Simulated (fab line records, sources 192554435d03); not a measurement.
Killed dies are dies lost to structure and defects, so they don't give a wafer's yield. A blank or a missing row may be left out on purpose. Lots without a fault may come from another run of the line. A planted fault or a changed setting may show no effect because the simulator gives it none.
fab line records | flow n5_finfet
record lots=6 wafers=18 last_day=16
route steps=1938 shown WELL_APT@20 PMOS_HMC_CHANNEL_EPI@57 BEOL_M4@1111 PASSIVATION@1936
lots that met no fault: from a run of the same line without faults
start_h: hours from the record's first day to the start of the lot's first wafer shown | wait_h: hours since the lot's step before | " the same as in the row above | L1.1+2: a row that stands for several wafers | - no value, or no start given | * or withheld: withheld | < > ~ a bound
route shown NAME@n: a module of which the file shows steps, and the number in the route of the first | usual: mean/standard deviation of fault-free wafers | same: alike in all rows | chamber/n: place in a boat | sites: the reading at each site | _std_site: their standard deviation | _edge_site: outer sites' mean less inner sites' | radius_mm: how far each site lies from the wafer's centre | mask NAME#n: copy n | behind: the tool/chamber that last shaped the wafer | hold: why the lot was held/for how many hours/how that ended | device: the transistor (n, p or np) that didn't switch | end of line: the same wafers' tests at the end of the route | a step without rows: its recipe alone | killed: dies lost to structure and defects at the first sort, not the wafer's yield | map: a wafer's dies, x killed, . not, _ none there
set.NAME: the setting as run; set.NAME@STEP: as run at that earlier step | model.NAME: the simulator's own value behind a step, which no gauge read
lots at some steps of the route; a table a step, a row a wafer
services: from which hour (start_h, from the record's first day; less than 0 if before it) a tool's chamber was out of use, for how many hours, and why
## steps
# step N5_WELL_APT_HMDS_01
# recipe time_s=60 temp_c=120
# step N5_WELL_APT_COAT_02
# recipe spin_rpm=1357 resist_thk_nm=950
# step N5_WELL_APT_EBR_04
# recipe solvent=PGMEA ebr_width_mm=1.5
# step N5_WELL_APT_SOFTBAKE_03
# recipe temp_c=130 time_s=60
# step N5_WELL_APT_EXPOSE_05
# recipe mask_id=NWELL na=0.8 source_shape=conventional sigma_outer=0.8 polarization=unpolarized defocus_nm=0 target_cd_nm=200 dose_mj=20.3
# step N5_WELL_APT_PEB_06
# recipe peb_temp_c=130 peb_time_s=90
# step N5_WELL_APT_DEVELOP_07
# recipe develop_time_s=45 rinse_liquid=surfactant_rinse dry=air_spin dev_temp_c=21
# step N5_WELL_APT_HARDBAKE_12
# recipe temp_c=130 time_s=120
# step N5_WELL_APT_CD_MEAS_08
# recipe target_cd_nm=200 landing_energy_ev=500 detector=se_inlens
# usual cd_nm=200.1/2
# columns lot.wafer tool chamber start_h wait_h cd_nm
L614.1 cd_sem-03 0 37.63 - 202.5
L614.3 " 0 " " 200.1
L614.4 " 0 " " 204.0
L618.4 cd_sem-02 0 62.14 - 202.1
L618.5 " 0 " " 202.6
L618.6 " 0 " " 202.7
L619.2 cd_sem-01 0 67.63 - 197.8
L619.5 " 0 " " 200.4
L619.6 " 0 " " 195.0
L622.3 cd_sem-02 0 85.78 - 195.4
L622.5 " 0 " " 199.7
L622.6 " 0 " " 197.7
L626.4 cd_sem-02 0 110.07 - 202.0
L626.5 " 0 " " 201.3
L626.6 " 0 " " 201.9
L631.1 cd_sem-01 0 139.57 - 198.6
L631.4 " 0 " " 200.9
L631.5 " 0 " " 197.9
# step N5_WELL_APT_OVL_MEAS_09
# recipe points_per_wafer=44
# usual NWELL_OVL=3/6.2
# columns lot.wafer tool chamber start_h wait_h NWELL_OVL[nm]
L614.1 overlay-02 0 37.66 0.0 5
L614.3 " 0 " " 2
L614.4 " 0 " " 2
L618.4 overlay-02 0 62.16 0.0 6
L618.5 " 0 " " 12
L618.6 " 0 " " 3
L619.2 overlay-02 0 67.66 0.0 9
L619.5 " 0 " " 15
L619.6 " 0 " " 11
L622.3 overlay-01 0 85.81 0.0 0
L622.5 " 0 " " -3
L622.6 " 0 " " 2
L626.4 overlay-01 0 110.10 0.0 -2
L626.5 " 0 " " -2
L626.6 " 0 " " 0
L631.1 overlay-02 0 139.60 0.0 -7
L631.4 " 0 " " -2
L631.5 " 0 " " -4
# step N5_WELL_APT_INSPECT_10
# recipe mode=adi inspect_instrument=macro
# usual raw_defect_count=1.9/1.4
# columns lot.wafer tool chamber start_h wait_h raw_defect_count
L614.1 defect_inspect-01 - 37.68 0.0 0
L614.3 " - " " 1
L614.4 " - " " 1
L618.4 defect_inspect-02 - 62.19 0.0 4
L618.5 " - " " 3
L618.6 " - " " 3
L619.2 defect_inspect-01 - 67.68 0.0 3
L619.5 " - " " 3
L619.6 " - " " 0
L622.3 defect_inspect-02 - 85.83 0.0 3
L622.5 " - " " 3
L622.6 " - " " 2
L626.4 defect_inspect-01 - 110.13 0.0 5
L626.5 " - " " 0
L626.6 " - " " 0
L631.1 defect_inspect-01 - 139.63 0.0 3
L631.4 " - " " 1
L631.5 " - " " 3
# step N5_WELL_APT_DESCUM_13
# recipe chemistry=O2 time_s=7.9 source_power_w=50 bias_power_w=20 pressure_mtorr=20 rf_frequency_hz=2.712e+07 temp_c=40 o2_flow_sccm=225
# usual drypump_motor_current_A=5.6/0.49 oes_product_au=0.77/0.089 rf_vpp_V=242.9/1.4 showerhead_plenum_p_Torr=2.08/0.062 throttle_valve_pct=20.45/0.24
# columns lot.wafer tool chamber start_h wait_h drypump_motor_current_A oes_product_au rf_hours_counter_h rf_vpp_V showerhead_plenum_p_Torr throttle_valve_pct
L614.1 rie_diel-04 2 37.72 0.0 5.1 0.73 214 244.3 2.08 20.55
L614.3 " 1 " " 6.0 0.77 145 243.7 2.18 20.75
L614.4 " 0 " " 5.0 0.72 203 244.6 2.06 20.48
L618.4 rie_diel-03 2 62.31 0.1 5.9 0.73 176 242.6 2.10 20.43
L618.5 " 1 " " 5.3 0.89 - 242.0 2.07 20.22
L618.6 " 2 " " 5.9 0.74 - 243.1 2.10 20.43
L619.2 rie_diel-03 2 67.72 0.0 5.9 0.73 178 242.2 2.09 20.43
L619.5 " 2 " " 5.8 0.74 - 242.6 2.10 20.45
L619.6 " 3 " " 5.2 0.78 - 245.6 2.18 20.22
L622.3 rie_diel-02 1 85.87 0.0 6.4 0.70 222 242.9 2.06 20.10
L622.5 " 0 " " 5.1 0.72 - 240.9 1.98 20.78
L622.6 " 3 " " 5.3 0.70 - 240.9 1.98 20.62
L626.4 rie_diel-04 0 110.16 0.0 5.0 0.70 230 241.6 2.05 20.50
L626.5 " 0 " " 5.0 0.70 - 242.9 2.05 20.50
L626.6 " 3 " " 6.1 0.70 - 242.4 2.07 20.50
L631.1 rie_diel-03 3 139.66 0.0 5.2 0.74 131 243.6 2.17 20.25
L631.4 " 0 " " 6.1 0.91 - 242.3 2.06 20.70
L631.5 " 3 " " 5.2 0.75 - 244.5 2.17 20.27
# step N5_WELL_APT_IMPLANT_14
# recipe species=P energy_kev=160 dose_cm2=1.5e+13 tilt_deg=0 rotation_deg=0
# usual dose_ions_cm2=1.4999e+13/1.6e+10 faraday_current_uA=191/3.9
# columns lot.wafer tool chamber start_h wait_h dose_ions_cm2 faraday_current_uA
L614.1 implanter-01 0 37.81 0.1 1.5012e+13 195
L614.3 " 0 " " 1.4991e+13 187
L614.4 " 0 " " 1.5001e+13 188
L618.4 implanter-02 0 62.50 0.2 2.8496e+13 372
L618.5 " 0 " " 2.8464e+13 362
L618.6 " 0 " " 2.8483e+13 370
L619.2 implanter-02 0 67.85 0.1 2.8471e+13 370
L619.5 " 0 " " 2.8516e+13 353
L619.6 " 0 " " 2.8486e+13 371
L622.3 implanter-01 0 86.03 0.1 1.5009e+13 192
L622.5 " 0 " " 1.5017e+13 196
L622.6 " 0 " " 1.5019e+13 196
L626.4 implanter-01 0 110.35 0.2 1.4988e+13 191
L626.5 " 0 " " 1.502e+13 192
L626.6 " 0 " " 1.4985e+13 189
L631.1 implanter-02 0 139.76 0.1 1.4985e+13 187
L631.4 " 0 " " 1.4982e+13 196
L631.5 " 0 " " 1.4975e+13 194
# step N5_WELL_APT_IMPLANT_15
# recipe species=As energy_kev=25 dose_cm2=1.5e+13 tilt_deg=0 rotation_deg=0
# step N5_WELL_APT_STRIP_16
# recipe chemistry=SPM time_s=900 temp_c=130 h2so4_h2o2_vol_ratio=4 dry=ipa_marangoni
# step N5_WELL_APT_HMDS_18
# recipe time_s=60 temp_c=120
# step N5_WELL_APT_COAT_19
# recipe spin_rpm=1357 resist_thk_nm=950
# step N5_WELL_APT_EBR_21
# recipe solvent=PGMEA ebr_width_mm=1.5
# step N5_WELL_APT_SOFTBAKE_20
# recipe temp_c=130 time_s=60
# step N5_WELL_APT_EXPOSE_22
# recipe mask_id=PWELL na=0.8 source_shape=conventional sigma_outer=0.8 polarization=unpolarized defocus_nm=0 target_cd_nm=200 dose_mj=23.2
# step N5_WELL_APT_PEB_23
# recipe peb_temp_c=130 peb_time_s=90
# step N5_WELL_APT_DEVELOP_24
# recipe develop_time_s=45 rinse_liquid=surfactant_rinse dry=air_spin dev_temp_c=21
# step N5_WELL_APT_HARDBAKE_29
# recipe temp_c=130 time_s=120
# step N5_WELL_APT_CD_MEAS_25
# recipe target_cd_nm=200 landing_energy_ev=500 detector=se_inlens
# usual cd_nm=199.0/1.9
# columns lot.wafer tool chamber start_h wait_h cd_nm
L614.1 cd_sem-03 0 38.75 - 199.4
L614.3 " 0 " " 198.3
L614.4 " 0 " " 200.1
L618.4 cd_sem-02 0 63.35 - 199.5
L618.5 " 0 " " 197.5
L618.6 " 0 " " 195.4
L619.2 cd_sem-02 0 68.75 - 199.5
L619.5 " 0 " " 194.1
L619.6 " 0 " " 198.2
L622.3 cd_sem-01 0 87.06 - 200.2
L622.5 " 0 " " 199.3
L622.6 " 0 " " 196.3
L626.4 cd_sem-02 0 111.20 - 198.0
L626.5 " 0 " " 197.1
L626.6 " 0 " " 200.5
L631.1 cd_sem-01 0 140.73 - 197.7
L631.4 " 0 " " 197.9
L631.5 " 0 " " 200.0
# step N5_WELL_APT_OVL_MEAS_26
# recipe points_per_wafer=44
# usual PWELL_OVL=1/6.8
# columns lot.wafer tool chamber start_h wait_h PWELL_OVL[nm]
L614.1 overlay-02 0 38.78 0.0 4
L614.3 " 0 " " -1
L614.4 " 0 " " 11
L618.4 overlay-02 0 63.38 0.0 3
L618.5 " 0 " " 11
L618.6 " 0 " " 1
L619.2 overlay-01 0 68.78 0.0 7
L619.5 " 0 " " -1
L619.6 " 0 " " 6
L622.3 overlay-02 0 87.09 0.0 5
L622.5 " 0 " " -2
L622.6 " 0 " " 4
L626.4 overlay-01 0 111.22 0.0 -8
L626.5 " 0 " " -21
L626.6 " 0 " " -13
L631.1 overlay-01 0 140.76 0.0 8
L631.4 " 0 " " 8
L631.5 " 0 " " 8
# step N5_WELL_APT_INSPECT_27
# recipe mode=adi inspect_instrument=macro
# usual raw_defect_count=2.1/1.5
# columns lot.wafer tool chamber start_h wait_h raw_defect_count
L614.1 defect_inspect-02 - 38.80 0.0 1
L614.3 " - " " 2
L614.4 " - " " 2
L618.4 defect_inspect-01 - 63.40 0.0 2
L618.5 " - " " 2
L618.6 " - " " 1
L619.2 defect_inspect-01 - 68.80 0.0 2
L619.5 " - " " 6
L619.6 " - " " 2
L622.3 defect_inspect-01 - 87.12 0.0 1
L622.5 " - " " 3
L622.6 " - " " 0
L626.4 defect_inspect-02 - 111.25 0.0 1
L626.5 " - " " 3
L626.6 " - " " 3
L631.1 defect_inspect-02 - 140.79 0.0 1
L631.4 " - " " 2
L631.5 " - " " 3
# step N5_WELL_APT_DESCUM_30
# recipe chemistry=O2 time_s=7.9 source_power_w=50 bias_power_w=20 pressure_mtorr=20 rf_frequency_hz=2.712e+07 temp_c=40 o2_flow_sccm=225
# usual drypump_motor_current_A=5.6/0.46 oes_product_au=0.78/0.086 rf_vpp_V=243.1/1.3 showerhead_plenum_p_Torr=2.09/0.05 throttle_valve_pct=20.48/0.23
# columns lot.wafer tool chamber start_h wait_h drypump_motor_current_A oes_product_au rf_hours_counter_h rf_vpp_V showerhead_plenum_p_Torr throttle_valve_pct
L614.1 rie_diel-03 3 38.84 0.0 5.2 0.79 93 245.9 2.18 20.20
L614.3 " 2 " " 5.8 0.74 168 242.1 2.10 20.42
L614.4 " 0 " " 6.1 0.67 242 242.9 2.07 21.06
L618.4 rie_diel-03 2 63.47 0.1 5.8 0.73 - 242.1 2.10 20.44
L618.5 " 1 " " 5.3 0.87 - 241.8 2.07 20.22
L618.6 " 3 " " 5.1 0.77 - 246.3 2.18 20.21
L619.2 rie_diel-02 2 68.84 0.0 5.1 0.92 18 242.2 2.06 20.25
L619.5 " 3 " " 5.3 0.70 - 242.2 1.98 20.61
L619.6 " 2 " " 5.1 0.92 - 242.7 2.06 20.26
L622.3 rie_diel-03 1 87.15 0.0 5.3 0.86 45 241.9 2.06 20.24
L622.5 " 1 " " 5.3 0.86 - 243.3 2.06 20.23
L622.6 " 2 " " 5.9 0.73 - 241.7 2.09 20.46
L626.4 rie_diel-03 3 111.28 0.0 5.1 0.77 119 244.1 2.17 20.24
L626.5 " 0 " " 6.1 0.95 - 242.9 2.07 20.69
L626.6 " 3 " " 5.1 0.76 - 244.5 2.17 20.24
L631.1 rie_diel-03 3 140.82 0.0 5.1 0.75 132 244.9 2.17 20.25
L631.4 " 2 " " 5.9 0.71 - 242.5 2.08 20.47
L631.5 " 0 " " 6.1 0.92 - 242.8 2.06 20.71
# step N5_WELL_APT_IMPLANT_31
# recipe species=B energy_kev=60 dose_cm2=1.5e+13 tilt_deg=0 rotation_deg=0
# step N5_WELL_APT_IMPLANT_32
# recipe species=BF2 energy_kev=50 dose_cm2=2e+13 tilt_deg=0 rotation_deg=0
# step N5_WELL_APT_STRIP_33
# recipe chemistry=SPM time_s=900 temp_c=130 h2so4_h2o2_vol_ratio=4 dry=ipa_marangoni
# step N5_WELL_APT_RTA_34
# recipe temp_c=1000 time_s=10 ambient=N2 idle_temp_c=600 ramp_up_c_per_s=150 ramp_down_c_per_s=60 cool_to_c=600
# usual lamp_power_pct=13.00/0.052 wafer_temp_C_max=1003.7/1.1
# columns lot.wafer tool chamber start_h wait_h lamp_power_pct wafer_temp_C_max
L614.1 rtp_anneal-01 0 39.60 0.0 12.97 1001.3
L614.3 " 0 " " 12.99 1005.0
L614.4 " 0 " " 13.05 1004.9
L618.4 rtp_anneal-02 0 64.59 0.4 13.00 1002.4
L618.5 " 0 " " 12.95 1004.3
L618.6 " 0 " " 13.02 1005.9
L619.2 rtp_anneal-02 0 69.62 0.0 13.07 1003.6
L619.5 " 0 " " 13.07 1005.0
L619.6 " 0 " " 13.04 1003.4
L622.3 rtp_anneal-02 0 88.01 0.1 12.99 1003.8
L622.5 " 0 " " 13.04 1003.3
L622.6 " 0 " " 13.01 1004.3
L626.4 rtp_anneal-01 0 112.10 0.1 12.86 1002.0
L626.5 " 0 " " 13.02 1003.9
L626.6 " 0 " " 13.06 1003.9
L631.1 rtp_anneal-02 0 141.63 0.0 12.93 1003.4
L631.4 " 0 " " 12.96 1002.7
L631.5 " 0 " " 13.03 1005.8
# step N5_WELL_APT_OXIDE_STRIP_42
# recipe chemistry=dHF dilution=25:1 time_s=45 temp_c=25 target=SiO2 target_depth_a=120
# step N5_WELL_APT_PRECLEAN_36
# recipe chemistry=O3/DIW time_s=45 temp_c=22 o3_ppm=10
# step N5_WELL_APT_PRECLEAN_39
# recipe chemistry=dHF time_s=60 dilution=150:1 temp_c=25
# step N5_WELL_APT_SRD_37
# recipe dry=ipa_marangoni do_ppb=5 time_s=30 temp_c=23 rinse_liquid=diw
# step N5_WELL_APT_EPI_41
# recipe material=Si target_thk_a=500 temp_c=650 precursor=SiH4/H2 pressure_torr=20 time_s=297.7
# usual throttle_valve_pct=11.11/0.26
# columns lot.wafer tool chamber start_h wait_h throttle_valve_pct
L614.1 epi_rpcvd-01 0 39.84 0.0 11.43
L614.3 " 0 " " 11.32
L614.4 " 0 " " 11.33
L618.4 epi_rpcvd-04 0 65.23 0.4 11.13
L618.5 " 0 " " 10.80
L618.6 " 0 " " 10.73
L619.2 epi_rpcvd-03 0 69.94 0.1 10.82
L619.5 " 0 " " 11.29
L619.6 " 0 " " 11.04
L622.3 epi_rpcvd-04 0 88.41 0.2 10.96
L622.5 " 0 " " 10.58
L622.6 " 0 " " 10.91
L626.4 epi_rpcvd-04 0 112.58 0.3 10.92
L626.5 " 0 " " 10.96
L626.6 " 0 " " 11.09
L631.1 epi_rpcvd-03 0 141.87 0.0 11.20
L631.4 " 0 " " 11.07
L631.5 " 0 " " 11.39
# step N5_WELL_APT_INSPECT_38
# recipe inspect_instrument=darkfield mode=post_epi
# usual raw_defect_count=13/5
# columns lot.wafer tool chamber start_h wait_h raw_defect_count
L614.1 defect_inspect-02 - 41.29 1.2 18
L614.3 " - " " 11
L614.4 " - " " 12
L618.4 defect_inspect-02 - 65.67 0.3 4
L618.5 " - " " 13
L618.6 " - " " 9
L619.2 defect_inspect-01 - 70.47 0.4 16
L619.5 " - " " 13
L619.6 " - " " 15
L622.3 defect_inspect-02 - 88.85 0.3 14
L622.5 " - " " 11
L622.6 " - " " 17
L626.4 defect_inspect-02 - 112.92 0.2 16
L626.5 " - " " 12
L626.6 " - " " 10
L631.1 defect_inspect-02 - 142.51 0.5 13
L631.4 " - " " 24
L631.5 " - " " 23
# step N5_PMOS_HMC_CHANNEL_EPI_HM_DEP_34
# recipe material=SiO2 target_thk_a=360 temp_c=400 precursor=TEOS/O2 pressure_torr=6.5 rf_w=900 teos_flow_sccm=161.4 gas=O2 flow_sccm=2650 time_s=6.9
# usual heater_power_w=519/57 showerhead_plenum_p_Torr=8.361/0.028 throttle_valve_pct=19.7/1.3
# columns lot.wafer tool chamber start_h wait_h heater_power_w showerhead_plenum_p_Torr throttle_valve_pct
L614.1 pecvd-04 1 41.33 0.0 448 8.323 18.2
L614.3 " 0 " " 614 8.326 17.9
L614.4 " 1 " " 440 8.297 18.1
L618.4 pecvd-01 2 65.72 0.0 474 8.382 21.0
L618.5 " 1 " " 555 8.354 21.1
L618.6 " 0 " " 537 8.392 18.0
L619.2 pecvd-01 1 70.51 0.0 450 8.368 20.6
L619.5 " 1 " " 447 8.391 20.7
L619.6 " 0 " " 543 8.393 18.5
L622.3 pecvd-02 2 88.88 0.0 558 8.340 18.4
L622.5 " 0 " " 528 8.345 21.2
L622.6 " 2 " " 571 8.329 18.5
L626.4 pecvd-01 2 112.97 0.0 462 8.350 21.4
L626.5 " 1 " " 529 8.398 20.5
L626.6 " 2 " " 462 8.380 21.2
L631.1 pecvd-01 0 142.55 0.0 601 8.397 18.2
L631.4 " 2 " " 429 8.388 20.9
L631.5 " 1 " " 561 8.365 20.7
# step N5_PMOS_HMC_CHANNEL_EPI_COAT_31
# recipe resist=BARC temp_c=205 time_s=60 spin_rpm=1500 resist_thk_nm=66
# step N5_PMOS_HMC_CHANNEL_EPI_COAT_03
# recipe resist=CAR-ArF-block spin_rpm=1500 resist_thk_nm=205
# step N5_PMOS_HMC_CHANNEL_EPI_EBR_05
# recipe solvent=PGMEA ebr_width_mm=1.5
# step N5_PMOS_HMC_CHANNEL_EPI_SOFTBAKE_04
# recipe temp_c=110 time_s=60 resist=CAR-ArF-block
# step N5_BEOL_M4_RC_MEAS_101
# usual DIBL_N=35.8/1.5 DIBL_P=35.9/1.8 IOFF_N=0.152/0.025 IOFF_P=0.21/0.031 ION_N=672/11 ION_P=462/7.4 RS_NWELL=1037/6.6 SS_N=71.5/0.52 SS_P=73.2/0.54 VT_N=250/3 VT_P=-250/3.3
# columns lot.wafer tool chamber start_h wait_h DIBL_N[mV/V] DIBL_P[mV/V] IOFF_N[nA/um] IOFF_P[nA/um] ION_N[uA/um] ION_P[uA/um] RS_NWELL[ohm/sq] SS_N[mV/dec] SS_P[mV/dec] VT_N[mV] VT_P[mV]
L614.1 prober-01 0 199.61 0.1 35.4 35.9 0.139 0.17 662 449 1034 72.0 72.9 251 -252
L614.3 " 0 " " 34.5 35.5 0.127 0.16 668 452 1036 70.7 72.8 252 -254
L614.4 " 0 " " 35.1 35.9 0.136 0.17 664 459 1042 70.7 73.0 250 -254
L618.4 prober-02 0 216.07 0.5 36.1 36.2 0.153 0.19 671 460 727 71.6 72.6 249 -252
L618.5 " 0 " " 36.4 36.8 0.146 0.19 661 456 728 71.7 73.2 252 -254
L618.6 " 0 " " 35.3 34.8 0.124 0.16 658 453 726 71.0 72.3 256 -256
L619.2 prober-01 0 231.14 0.2 35.7 35.4 0.155 0.20 669 456 730 71.2 73.8 249 -252
L619.5 " 0 " " 36.2 36.6 0.180 0.22 688 469 731 71.6 73.6 245 -248
L619.6 " 0 " " 35.2 35.1 0.141 0.20 657 459 734 71.3 73.5 251 -249
L622.3 prober-01 0 237.07 0.3 35.1 35.8 0.145 0.19 674 462 1032 71.6 74.0 250 -249
L622.5 " 0 " " 34.8 35.1 0.134 0.18 676 461 1032 71.4 73.3 252 -253
L622.6 " 0 " " 36.6 37.9 0.180 0.22 681 470 1032 71.3 74.0 247 -252
L626.4 prober-01 0 264.18 0.5 33.9 34.5 0.137 0.21 658 459 1035 71.7 72.7 251 -250
L626.5 " 0 " " 36.2 36.7 0.179 0.25 665 467 1047 72.8 73.0 247 -245
L626.6 " 0 " " 36.5 38.1 0.194 0.27 694 476 1035 72.0 73.1 247 -247
L631.1 prober-02 0 300.36 0.0 34.1 34.8 0.141 0.20 655 454 1044 71.6 73.6 250 -249
L631.4 " 0 " " 35.3 36.5 0.157 0.22 672 467 1039 71.7 73.4 248 -248
L631.5 " 0 " " 37.5 39.3 0.206 0.28 681 471 1044 71.9 74.0 247 -246
# step N5_PASSIVATION_PROBE_49
# usual defect_limited_yield=91.7/1.7 killed_at_M0_to_M3=34/10 killed_at_M4_up=13/5.1 killed_at_contacts=12/6.2 killed_at_front_end=36/12 killed_at_other=3.2/2.6 killed_dies=98/20 killed_open=65/13 killed_short=32/8.4 sort_bin_5_function=4.8/1.1 sort_bin_6_memory=3.2/0.74 sort_bin_8_speed=0.00/0.012 sort_n_pass=1082/20 sort_yield_pct=91.7/1.7
# same gross_dies=1180 killed_at_back_side=0 sort_bin_4_leakage[%]=0
# columns lot.wafer tool chamber start_h wait_h defect_limited_yield[%] killed_at_M0_to_M3 killed_at_M4_up killed_at_contacts killed_at_front_end killed_at_other killed_dies killed_open killed_short sort_bin_5_function[%] sort_bin_6_memory[%] sort_bin_8_speed[%] sort_n_pass sort_yield_pct[%]
L614.1 prober-02 - 307.36 0.0 91.6 27 11 11 47 3 99 75 24 5.5 2.7 0 1081 91.6
L614.3 prober-02 - 307.46 0.1 91.2 44 11 10 38 1 104 70 33 5.8 2.9 0 1076 91.2
L614.4 prober-02 - 307.51 0.2 90.9 42 11 15 35 4 107 70 35 5.7 3.1 0 1073 90.9
L618.4 prober-01 - 320.11 0.2 91.3 34 11 7 50 1 103 69 34 5.1 3.4 0 1077 91.3
L618.5 prober-01 - 320.16 0.2 91.0 25 9 3 68 1 106 68 24 4.7 3.0 0 1074 91.0
L618.6 prober-01 - 320.21 0.3 92.5 29 8 6 44 2 89 61 28 4.6 2.7 0 1091 92.5
L619.5 prober-02 - 331.47 0.2 89.0 45 15 23 44 3 130 84 43 5.8 4.8 0 1050 89.0
L622.5 prober-01 - 340.02 0.2 92.7 23 8 16 36 3 86 60 26 4.2 2.7 0 1094 92.7
L631.1 prober-02 - 395.40 0.0 93.2 43 12 5 20 0 80 54 26 3.7 2.8 0 1100 93.2
L631.4 prober-02 - 395.55 0.2 92.6 29 12 16 30 0 87 58 28 4.7 2.5 0 1093 92.6
L631.5 prober-02 - 395.60 0.2 89.7 32 24 20 41 4 121 77 43 6.4 3.6 0 1059 89.7
# killed by level:class
L614.1 STI_FIN_REVEAL:geometric_particle:open=11 MOL_CONTACT_COAG:geometric_particle:open=11 FIN_SAQP:geometric_particle:open=9 BEOL_M2:geometric_particle:open=7 BEOL_M0_SAQP:geometric_particle:short=7 GATE_CUT:geometric_particle:open=6 GATE_CUT:geometric_particle:short=6 STI_FIN_REVEAL:geometric_particle:short=5
L614.3 BEOL_M0_SAQP:geometric_particle:open=15 STI_FIN_REVEAL:geometric_particle:open=14 BEOL_M3:geometric_particle:open=11 BEOL_M0_SAQP:geometric_particle:short=11 MOL_CONTACT_COAG:geometric_particle:open=7 FIN_SAQP:geometric_particle:open=5 BEOL_M8:geometric_particle:open=5 GATE_CUT:geometric_particle:short=4
L614.4 MOL_CONTACT_COAG:geometric_particle:open=11 BEOL_M0_SAQP:geometric_particle:open=11 GATE_CUT:geometric_particle:short=10 FIN_SAQP:geometric_particle:open=6 BEOL_M1:geometric_particle:short=6 BEOL_M2:geometric_particle:open=6 BEOL_M3:geometric_particle:open=6 STI_FIN_REVEAL:geometric_particle:open=5
L618.4 BEOL_M1:geometric_particle:open=13 FIN_SAQP:geometric_particle:open=12 FIN_SAQP:geometric_particle:short=12 BEOL_M2:geometric_particle:open=8 MOL_CONTACT_COAG:geometric_particle:open=7 BEOL_M4:geometric_particle:open=7 STI_FIN_REVEAL:geometric_particle:open=6 BEOL_M0_SAQP:geometric_particle:short=6
L618.5 FIN_SAQP:geometric_particle:open=24 HKMG_FIN:area_etch=14 STI_FIN_REVEAL:geometric_particle:open=9 BEOL_M3:geometric_particle:open=8 FIN_SAQP:geometric_particle:short=7 BEOL_M1:geometric_particle:open=3 DUMMY_GATE:geometric_particle:open=3 MOL_CONTACT_COAG:geometric_particle:open=3
L618.6 STI_FIN_REVEAL:geometric_particle:open=10 BEOL_M3:geometric_particle:open=10 FIN_SAQP:geometric_particle:short=9 BEOL_M1:geometric_particle:open=9 FIN_SAQP:geometric_particle:open=8 MOL_CONTACT_COAG:geometric_particle:open=6 BEOL_M2:geometric_particle:open=4 SPACER0:geometric_particle:short=3
L619.5 BEOL_M0_SAQP:geometric_particle:open=18 MOL_CONTACT_COAG:geometric_particle:open=17 DUMMY_GATE:geometric_particle:open=14 BEOL_M0_SAQP:geometric_particle:short=11 BEOL_M1:geometric_particle:open=7 FIN_SAQP:geometric_particle:open=6 DUMMY_GATE:geometric_particle:short=6 MOL_CONTACT_COAG:geometric_particle:short=6
L622.5 MOL_CONTACT_COAG:geometric_particle:open=13 STI_FIN_REVEAL:geometric_particle:open=9 GATE_CUT:geometric_particle:short=6 BEOL_M3:geometric_particle:open=6 FIN_SAQP:geometric_particle:short=4 GATE_CUT:geometric_particle:open=4 MOL_CONTACT_COAG:geometric_particle:short=3 BEOL_M1:geometric_particle:open=3
L631.1 BEOL_M2:geometric_particle:open=10 BEOL_M0_SAQP:geometric_particle:short=8 BEOL_M0_SAQP:geometric_particle:open=7 BEOL_M1:geometric_particle:open=5 BEOL_M3:geometric_particle:open=5 ILD0:geometric_particle:open=4 BEOL_M4:geometric_particle:open=4 FIN_SAQP:geometric_particle:open=3
L631.4 MOL_CONTACT_COAG:geometric_particle:open=13 FIN_SAQP:geometric_particle:open=8 BEOL_M3:geometric_particle:open=7 FIN_SAQP:geometric_particle:short=6 BEOL_M2:geometric_particle:open=6 BEOL_M1:geometric_particle:open=4 BEOL_M3:geometric_particle:short=4 BEOL_M0_SAQP:geometric_particle:short=3
L631.5 MOL_CONTACT_COAG:geometric_particle:open=15 BEOL_M4:geometric_particle:open=11 FIN_SAQP:geometric_particle:short=10 BEOL_M0_SAQP:geometric_particle:open=9 FIN_SAQP:geometric_particle:open=7 BEOL_M0_SAQP:geometric_particle:short=7 STI_FIN_REVEAL:geometric_particle:open=6 DUMMY_GATE:geometric_particle:open=5
## services
# columns tool chamber start_h hours kind
pecvd-01 - 19.64 0.6 repair
pecvd-01 0 21.34 11.6 repair
pecvd-02 - 32.22 14.6 pm
pecvd-04 0 33.33 4.7 repair
pecvd-04 2 40.96 6.3 repair
pecvd-02 - 48.61 0.9 repair
pecvd-01 2 55.45 - calibration
rie_diel-03 0 63.04 1.6 repair
pecvd-02 - 64.22 5.5 pm
implanter-01 - 67.17 1.6 repair
epi_rpcvd-01 - 70.08 28.1 pm
pecvd-04 - 73.03 0.2 repair
rtp_anneal-02 - 75.97 2.9 pm
rie_diel-02 3 87.23 - clean
rie_diel-02 3 87.23 - consumable_replace:focus_ring
rie_diel-02 3 87.23 - consumable_replace:showerhead
rie_diel-02 3 87.23 14.4 scheduled_down
pecvd-01 0 98.32 30.1 repair
pecvd-02 1 105.49 26.6 repair
pecvd-02 2 120.62 4.6 repair
epi_rpcvd-01 - 120.76 0.2 repair
pecvd-04 - 127.46 1.1 repair
rie_diel-03 1 129.58 13.2 repair
pecvd-04 1 141.84 5.4 repair
## key
first_sign step=N5_WELL_APT_IMPLANT_14 reading=dose_ions_cm2 direction=up sigmas=99+ usual=1.4999e+13 struck=2.8486e+13
effect step=N5_WELL_APT_IMPLANT_14 reading=faraday_current_uA direction=up sigmas=45 usual=191 struck=366
effect step=N5_BEOL_M4_RC_MEAS_101 reading=RS_NWELL direction=down sigmas=46 usual=1037 struck=729
met_at N5_WELL_APT_IMPLANT_14
struck_wafers L618.4,L618.5,L618.6,L619.2,L619.5,L619.6
baseline_loss step=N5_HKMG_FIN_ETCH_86 wafers=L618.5
fault kind=process_parameter_drift tool=implanter-02 chamber=- onset_h=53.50 steps=N5_WELL_APT_IMPLANT_14 channel=dose_cm2 offset=1.3498e+13 shape=step end_h=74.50 acts_in=these_recipes_only stated=1.5e+13
# baseline_loss: these wafers lose ten dies or more at that step, a loss of the line's own and not of a fault; the sort's usual values leave them out
